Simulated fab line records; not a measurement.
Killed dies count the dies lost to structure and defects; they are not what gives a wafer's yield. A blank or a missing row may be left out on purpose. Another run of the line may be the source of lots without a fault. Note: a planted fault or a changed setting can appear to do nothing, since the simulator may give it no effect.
fab line records ; flow n5Finfet
record: lots: 4; wafers: 12; lastDay: 16
route steps=1938 shown BEOL_M0_CUTY@711 BEOL_M0@715 PASSIVATION@1936
lots that met no fault: from a run of the same line without faults
startH: hours from the record's opening day to when the first of the lot's shown wafers began ; waitH: hours since the lot's step before ; " unchanged from the row above ; L1.1+2: one row covering several wafers at once ; - no value present, or no start provided ; * or withheld: withheld ; < > ~ a bound
route shown NAME@n: NAME is a module with steps in the file, n the number in the route of the first one ; usual: mean/standard deviation taken from wafers without a fault ; same: alike in all rows ; chamber/n: place in a boat ; sites: the reading at each site ; _std_site: the values' standard deviation ; _edge_site: mean of outer sites minus mean of inner sites ; radiusMm: how far each site lies from the wafer's centre ; mask NAME#n: copy n ; behind: the tool/chamber that last shaped the wafer ; hold: what put the lot on hold/how long, in hours/how the hold closed ; device: whichever transistor did not switch (one of n, p or np) ; end of line: the tests these same wafers got at the end of their route ; a step given without rows: its recipe and nothing more ; killed: not the wafer's yield, but the dies lost to structure and defects at the first sort ; map: dies across one wafer; x = killed, . = not, _ = none there
set.NAME: setting as actually run; set.NAME@STEP: the setting as run at that earlier step ; model.NAME: the simulator's own value behind a step, which no gauge read
certain route steps with their lots: each step a table, each wafer a row
services: when a tool's chamber went out of use (startH, in hours from the record's first day, below 0 if earlier), for how many hours, and the reason
== steps ==
step: N5_BEOL_M0_CUTY_DESCUM_61
recipe: chemistry: O2; timeS: 7.9; sourcePowerW: 50; biasPowerW: 20; pressureMtorr: 20; rfFrequencyHz: 2.712e+07; tempC: 40; resist: CAR-ArF-block; o2FlowSccm: 225
step: N5_BEOL_M0_CUTY_ETCH_62
recipe: chemistry: CF4; target: SiARC; maskMaterial: CAR-ArF-block; timeS: 58.5; ionEnergyEv: 80; pressureMtorr: 40; sourceW: 545; biasW: 36; Ar_flow_sccm: 100; cf4FlowSccm: 100; ends: cleared
step: N5_BEOL_M0_CUTY_ETCH_63
recipe: chemistry: N2/H2; target: SOC; targetDepthA: 827; overetchA: 165; maskMaterial: SiARC; tempC: 40; ionEnergyEv: 200; timeS: 124; pressureMtorr: 30; sourceW: 840; biasW: 150; n2FlowSccm: 200; h2FlowSccm: 200
step: N5_BEOL_M0_CUTY_STRIP_64
recipe: chemistry: N2/H2; tempC: 40; n2FlowSccm: 200; h2FlowSccm: 200; rfFrequencyHz: 6e+07
step: N5_BEOL_M0_ETCH_138
recipe: chemistry: CH3F/O2; targetDepthA: 120; target: SiCN; timeS: 31.6; ionEnergyEv: 120; pressureMtorr: 30; sourceW: 395; biasW: 75; Ar_flow_sccm: 150; CH3F_flow_sccm: 30; O2_flow_sccm: 20; ends: cleared
step: N5_BEOL_M0_HM_OPEN_105
recipe: chemistry: Cl2/BCl3; targetDepthA: 120; target: TiN; ionEnergyEv: 150; pressureMtorr: 10; icpW: 1000; biasW: 126; Cl2_flow_sccm: 53.25; bcl3FlowSccm: 21.75; Ar_flow_sccm: 25
step: N5_BEOL_M0_STRIP_140
recipe: chemistry: CF4; resist: SiARC; powerW: 300; biasPowerW: 75; pressureMtorr: 50; cf4FlowSccm: 150; rfFrequencyHz: 6e+07
step: N5_BEOL_M0_STRIP_104
recipe: chemistry: N2/H2; powerW: 450; tempC: 40; pressureMtorr: 20; rfFrequencyHz: 6e+07; overashFraction: 0.3; biasPowerW: 7; h2Frac: 0.5; n2FlowSccm: 200; h2FlowSccm: 200
step: N5_BEOL_M0_WET_ETCH_106
recipe: chemistry: DHF; dilution: 10:1; tempC: 25; target: SiO2; targetDepthA: 1300; dry: ipaMarangoni; rinseTimeS: 30; rinseTempC: 23
step: N5_BEOL_M0_ETCH_128
recipe: chemistry: CF4/N2; targetDepthA: 120; overetchA: 51; target: SiCN; timeS: 21.4; ionEnergyEv: 150; pressureMtorr: 40; sourceW: 430; biasW: 70; Ar_flow_sccm: 100; cf4FlowSccm: 60; n2FlowSccm: 60
usual: biasW: 70.01/0.2; drypumpMotorCurrentA: 5.8/0.38; mfcArSccm: 100.00/0.29; oesProductAu: 0.54/0.064; rfVppV: 381.3/1.6; showerheadPlenumPTorr: 2.17/0.056; throttleValvePct: 15.49/0.27
lot.wafer;tool;chamber;startH;waitH;biasW;drypumpMotorCurrentA;mfcArSccm;oesProductAu;rfHoursCounterH;rfVppV;showerheadPlenumPTorr;throttleValvePct
L431.1;rieDiel-05;1;145.98;0.0;69.79;5.1;99.98;0.65;7;381.3;2.17;15.12
L431.3;rieDiel-05;3;145.98;0.0;70.01;5.7;99.74;0.50;207;382.2;2.19;15.52
L431.6;rieDiel-05;1;145.98;0.0;70.06;5.1;100.16;0.67;-;383.1;2.17;15.13
L441.3;rieDiel-05;0;208.42;0.6;70.43;5.7;100.11;0.57;71;380.5;2.14;15.25
L441.4;rieDiel-05;1;208.42;0.6;69.63;5.1;99.88;0.63;31;382.7;2.16;15.18
L441.6;rieDiel-05;3;208.42;0.6;69.77;5.7;99.63;0.49;-;382.0;2.18;15.56
L442.1;rieDiel-05;3;211.41;0.0;70.04;5.7;100.40;0.48;229;382.8;2.18;15.57
L442.2;rieDiel-05;2;211.41;0.0;70.00;6.2;100.11;0.62;15;383.0;2.25;15.37
L442.4;rieDiel-05;1;211.41;0.0;69.89;5.1;100.14;0.62;32;381.3;2.16;15.16
L445.2;rieDiel-02;1;235.03;0.0;70.06;5.0;100.11;0.49;203;379.5;2.11;15.50
L445.4;rieDiel-02;0;235.03;0.0;70.06;5.9;99.65;0.48;235;379.9;2.08;15.64
L445.5;rieDiel-02;0;235.03;0.0;69.78;5.9;99.53;0.48;-;378.6;2.08;15.64
step: N5_BEOL_M0_TRENCH_ETCH_107
recipe: chemistry: C4F6/O2; targetDepthA: 328; target: SiOC; timeS: 16.4; ionEnergyEv: 250; pressureMtorr: 30; sourceW: 355; biasW: 185; Ar_flow_sccm: 300; C4F6_flow_sccm: 10; O2_flow_sccm: 10
step: N5_BEOL_M0_STRIP_142
recipe: chemistry: N2/H2; timeS: 10; powerW: 450; tempC: 40; pressureMtorr: 20; rfFrequencyHz: 6e+07; biasPowerW: 7; n2FlowSccm: 200; h2FlowSccm: 200
step: N5_BEOL_M0_HM_STRIP_129
recipe: chemistry: peroxideTinStrip; material: TiN; targetDepthA: 170; tempC: 50; timeS: 108
step: N5_BEOL_M0_SRD_130
recipe: timeS: 30; tempC: 23; rinseLiquid: diw; dry: ipaMarangoni
step: N5_BEOL_M0_ETCH_109
recipe: chemistry: CH3F/O2; targetDepthA: 80; overetchA: 24; target: SiCN; timeS: 27.4; ionEnergyEv: 120; pressureMtorr: 30; sourceW: 395; biasW: 75; Ar_flow_sccm: 150; CH3F_flow_sccm: 30; O2_flow_sccm: 20
step: N5_BEOL_M0_STRIP_139
recipe: chemistry: postEtchResidueRemover; timeS: 60; tempC: 25; removerPh: withheld; removerWaterWtPct: withheld; removerFluorideWtPct: withheld
step: N5_BEOL_M0_SRD_111
recipe: timeS: 30; tempC: 23; rinseLiquid: diw; dry: ipaMarangoni
step: N5_BEOL_M0_DEGAS_112
recipe: ambient: vacuum; tempC: 250; timeS: 60
step: N5_BEOL_M0_PRE_CLEAN_113
recipe: gas: H2/He; timeS: 30; tempC: 250
step: N5_BEOL_M0_ALD_136
recipe: material: TaN; targetThkA: *; tempC: 275; aldPrecursorFamily: PDMAT; aldCoReactant: NH3; pressureTorr: 3; carrierFlowSccm: 1500; pulseTimeS: 2; purgeTimeS: 3; coReactantPurgeTimeS: 2; coReactantPulseTimeS: 3; aldCycles: 30; precursorVesselTempC: 75; precursorVesselPressureTorr: 26.25; precursorVesselCarrierSccm: 1000
step: N5_BEOL_M0_SURFACE_TREAT_137
recipe: gas: Ar; timeS: *; ionEnergyEv: *; ionCurrentMaCm2: 0.5; pressureMtorr: *; arFlowSccm: 30
step: N5_BEOL_M0_CVD_115
recipe: material: Co; targetThkA: *; tempC: withheld; precursor: CCTBA/H2; pressureTorr: 30; timeS: 120
step: N5_BEOL_M0_SPUTTER_116
recipe: material: Cu; targetThkA: 40; tempC: -20; chamberPressurePa: 0.07; powerW: withheld; timeS: 7.37
step: N5_BEOL_M0_ANNEAL_117
recipe: tempC: 400; timeS: 60; ambient: vacuum
step: N5_BEOL_M0_SPUTTER_132
recipe: material: Cu; targetThkA: 40; tempC: -20; chamberPressurePa: 0.07; powerW: withheld; timeS: 7.37
step: N5_BEOL_M0_ANNEAL_133
recipe: tempC: 400; timeS: 60; ambient: vacuum
step: N5_BEOL_M0_SPUTTER_134
recipe: material: Cu; targetThkA: 40; tempC: -20; chamberPressurePa: 0.07; powerW: withheld; timeS: 7.37
step: N5_BEOL_M0_ANNEAL_135
recipe: tempC: 400; timeS: 60; ambient: vacuum
step: N5_BEOL_M0_SPUTTER_141
recipe: material: Cu; targetThkA: 40; tempC: -20; chamberPressurePa: 0.07; powerW: withheld; timeS: 7.37
step: N5_BEOL_M0_ECD_118
recipe: material: Cu; targetThkA: 3000
step: N5_BEOL_M0_ANNEAL_119
recipe: tempC: 225; timeS: 90; ambient: N2
step: N5_BEOL_M0_CMP_120
recipe: stopOn: SiOC; tOverpolishS: 6.9; downForcePsi: 1; platenRpm: 50; clearingPlatenDownForcePsi: 1.5; clearingPlatenRpm: 50; postCmpClean: cuAlkaline; clearingPlatenPadVelocityMS: 0.99484; padVelocityMS: 0.99484
step: N5_BEOL_M0_PRE_CLEAN_131
recipe: gas: NH3/H2; timeS: 15; tempC: *; rfPowerW: 300
step: N5_BEOL_M0_CO_CAP_123
recipe: material: Co; targetThkA: 20; tempC: 200; precursor: CCTBA/H2; pressureTorr: 30; timeS: 102.1
step: N5_BEOL_M0_PRE_CLEAN_124
recipe: gas: NH3; timeS: 15; tempC: withheld; rfPowerW: 300
step: N5_BEOL_M0_DEP_125
recipe: material: SiCN; targetThkA: 80; tempC: withheld; precursor: 3MS/NH3; pressureTorr: 3; rfW: 202; timeS: 14
step: N5_PASSIVATION_PROBE_49
usual: defectLimitedYield: 91.1/1.3; killed_at_M0_to_M3: 34/10; killed_at_M4_up: 14/5.7; killedAtContacts: 12/5.9; killedAtFrontEnd: 41/12; killedAtOther: 4/3.1; killedDies: 105/15; killedOnRim: 14/4.2; killedOpen: 69/11; killedShort: 35/7.8; sort_bin_5_function: 5.3/0.81; sort_bin_6_memory: 3.3/0.75; sortNPass: 1075/15; sortYieldPct: 91.1/1.3
same: grossDies: 1180; killedAtBackSide: 0; sort_bin_4_leakage[%]: 0; sort_bin_8_speed[%]: 0
lot.wafer;tool;chamber;startH;waitH;defectLimitedYield[%];killed_at_M0_to_M3;killed_at_M4_up;killedAtContacts;killedAtFrontEnd;killedAtOther;killedDies;killedOnRim;killedOpen;killedShort;sort_bin_5_function[%];sort_bin_6_memory[%];sortNPass;sortYieldPct[%]
L431.3;prober-01;-;318.03;0.8;91.6;30;13;8;45;3;99;17;61;36;4.4;3.2;1081;91.6
L431.6;prober-01;-;318.18;1.0;91.0;30;15;22;38;1;106;19;72;34;5.6;3.1;1074;91.0
L442.1;prober-02;-;363.58;0.0;80.8;163;18;12;33;1;227;35;68;35;10.7;4.5;953;80.8
L442.2;prober-02;-;363.63;0.1;92.6;21;15;9;39;3;87;10;62;24;4.3;2.9;1093;92.6
L442.4;prober-02;-;363.73;0.2;89.4;43;9;14;48;11;125;16;86;34;6.3;3.4;1055;89.4
L441.6;prober-02;-;368.74;0.6;80.9;155;19;8;39;4;225;31;60;43;11.1;4.3;955;80.9
L445.2;prober-02;-;387.41;0.1;90.4;25;22;8;51;7;113;16;82;31;6.1;3.3;1067;90.4
L445.4;prober-02;-;387.51;0.2;91.7;24;16;14;37;7;98;9;63;35;5.2;2.8;1082;91.7
L445.5;prober-02;-;387.56;0.2;93.4;30;14;2;31;1;78;14;57;21;4.4;2.1;1102;93.4
killed by level:class
L431.3 FIN_SAQP:geometricParticle:short=11 STI_FIN_REVEAL:geometricParticle:open=8 FIN_SAQP:geometricParticle:open=7 MOL_CONTACT_COAG:geometricParticle:open=7 BEOL_M0_SAQP:geometricParticle:open=5 BEOL_M0_SAQP:geometricParticle:short=5 BEOL_M2:geometricParticle:open=5 BEOL_M4:geometricParticle:open=5
L431.6 MOL_CONTACT_COAG:geometricParticle:open=15 STI_FIN_REVEAL:geometricParticle:open=9 BEOL_M0_SAQP:geometricParticle:open=8 BEOL_M4:geometricParticle:open=8 FIN_SAQP:geometricParticle:open=7 MOL_CONTACT_COAG:geometricParticle:short=7 BEOL_M2:geometricParticle:open=6 STI_FIN_REVEAL:geometricParticle:short=4
L442.1 BEOL_M0:unspecified=122 BEOL_M0_SAQP:geometricParticle:open=13 BEOL_M0_SAQP:geometricParticle:short=10 MOL_CONTACT_COAG:geometricParticle:open=10 DUMMY_GATE:geometricParticle:open=6 BEOL_M1:geometricParticle:open=6 STI_FIN_REVEAL:geometricParticle:open=5 STARTING-WAFER:geometricParticle:short=5
L442.2 STI_FIN_REVEAL:geometricParticle:open=12 BEOL_M4:geometricParticle:open=9 MOL_CONTACT_COAG:geometricParticle:open=7 BEOL_M0_SAQP:geometricParticle:open=6 BEOL_M1:geometricParticle:open=5 FIN_SAQP:geometricParticle:open=4 FIN_SAQP:geometricParticle:short=4 ILD0:geometricParticle:open=4
L442.4 STI_FIN_REVEAL:geometricParticle:open=15 MOL_CONTACT_COAG:geometricParticle:open=12 BEOL_M3:geometricParticle:open=10 FIN_SAQP:geometricParticle:open=9 BEOL_M1:geometricParticle:open=9 BEOL_M0_SAQP:geometricParticle:open=8 BEOL_M0_SAQP:geometricParticle:short=8 MIM_TOP_ETCH:geometricParticle:short=6
L441.6 BEOL_M0:unspecified=121 BEOL_M0_SAQP:geometricParticle:short=11 BEOL_M4:geometricParticle:open=11 FIN_SAQP:geometricParticle:open=6 FIN_SAQP:geometricParticle:short=6 MOL_CONTACT_COAG:geometricParticle:open=6 BEOL_M1:geometricParticle:open=6 BEOL_M0_SAQP:geometricParticle:open=5
L445.2 STI_FIN_REVEAL:geometricParticle:open=14 BEOL_M4:geometricParticle:open=12 FIN_SAQP:geometricParticle:short=10 FIN_SAQP:geometricParticle:open=9 MOL_CONTACT_COAG:geometricParticle:open=6 BEOL_M2:geometricParticle:open=5 BEOL_M8:geometricParticle:open=5 BEOL_M0_SAQP:geometricParticle:open=4
L445.4 MOL_CONTACT_COAG:geometricParticle:open=12 FIN_SAQP:geometricParticle:short=9 BEOL_M4:geometricParticle:open=8 BEOL_M0_SAQP:geometricParticle:open=7 STI_FIN_REVEAL:geometricParticle:open=5 GATE_CUT:geometricParticle:short=5 BEOL_M1:geometricParticle:open=4 BEOL_M1:geometricParticle:short=4
L445.5 FIN_SAQP:geometricParticle:open=9 BEOL_M2:geometricParticle:open=9 BEOL_M4:geometricParticle:open=7 BEOL_M3:geometricParticle:open=7 FIN_SAQP:geometricParticle:short=5 STI_FIN_REVEAL:geometricParticle:open=5 BEOL_M0_SAQP:geometricParticle:open=3 BEOL_M0:geometricParticle:open=3
map L441.6 (x killed, . not)
_________________............________________
______________xx...............x_____________
___________.........x.....x........__________
__________..........x..............x_________
________..........x.x....x....x...x..._______
_______xx..................x..x..x.....______
______x....x...x.....................x.._____
_____..x..x.....xx...............x.......____
____...........x....x...x.................___
___........x.......x..xxx.........x........__
___...x........x.........x.................__
__....x...x.x.........x.....x.x..x...x......_
__..x..x............x....x.......x.........._
_.....................................x.....x
_.......x.....................xx...........x.
_..x........x...............x...........x....
_........................................x.x.
_.x.....xx.x.................................
_.......x..x...x..x.....x................x...
_..................x.........................
_.............x.......................x......
__...x......xx.x.........x....x........x...x_
__.........x..x..xx....x.......xx..........._
___...x.xxx.x.x..xx........................__
___......xxxxxxxxx..............x.......x..__
____.xxxxxxxxxxxxxx.xx....x...............___
_____.xxxxxxxxxxxx..x..........x......x..____
______.xxxxxxxxxxxxxxx........x..x.x...x_____
_______xxxxxxxxxxxx.......x....x.......______
________xxxxxxxxxxxxxxxx........x....._______
__________xxxxxxxxxxx..x.....x......_________
___________xxxxxxxxxx..............__________
______________xxxxxxx..........._____________
_________________xx......x...________________
map L442.1 (x killed, . not)
_________________x........x..________________
______________.x...x......xx...._____________
___________....x...x..x.x..........__________
__________x.....x..................._________
________.x...........x.x.x...........x_______
_______................x...............______
______.x..............x.x..............._____
_____.................x.......x..........____
____..x....x.........x....................___
___x..x..........x....x...x................__
___.......................x....x.....x.....__
__..........x............x.......x.........._
__.x........x..........x.x..xx.............._
_.............................x..............
_.x................xx....x.......x...........
_............x.........x...x......x..........
_......x...........xx.............x..........
_....................x...x....x..........x...
_...xxx.........x.............x....x.x.......
_....x.............................x.........
_..xx............x.............x........x.x..
__x....................................x...._
__......x...x....x..............x....x....x._
___..x.xxxx.xxxx.xx..............x....x....__
___xx.xxxxxxxxxxxxx.x..x.......x...........__
____x..xxxxxxxxxxxxx.x.....x...........x..___
_____.xxxxxxxxxxxxx.x...............x....____
______.xxxxxxxxxxxxx..x................._____
_______xxxxxxxxxxxxxxxx................______
________xxxxxxxxxxxxxx............xx.x_______
__________xxxxxxxxxx.xx........x...._________
___________xxxxxxxxxx.........x.x..__________
______________xxxxx...x........._____________
_________________.x.x........________________
== services ==
tool;chamber;startH;hours;kind
rieDiel-05;2;154.21;-;clean
rieDiel-05;2;154.21;-;consumableReplace:focusRing
rieDiel-05;2;154.21;16.2;scheduledDown
rieDiel-05;2;154.21;16.2;ventCycle
rieDiel-05;0;158.30;8.1;repair
rieDiel-02;2;180.54;3.9;repair
rieDiel-05;3;185.11;4.9;repair
== key ==
firstSign: step: N5_PASSIVATION_PROBE_49; reading: killed_at_M0_to_M3; direction: up; sigmas: 13; usual: 34; struck: 159
effect: step: N5_PASSIVATION_PROBE_49; reading: defectLimitedYield; direction: down; sigmas: 7.8; usual: 91.1; struck: 80.8
moreKillsBornAt: N5_BEOL_M0_ETCH_128@rieDiel-05: 243
metAt N5_BEOL_M0_ETCH_128
struckWafers L441.6,L442.1
onsetBetween 145.98 208.42
fault: kind: chamberParticleSource; tool: rieDiel-05; chamber: 3; onsetH: 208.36; steps: N5_BEOL_M0_ETCH_128; ratePerVisitCm2: 2.0627; endH: 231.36
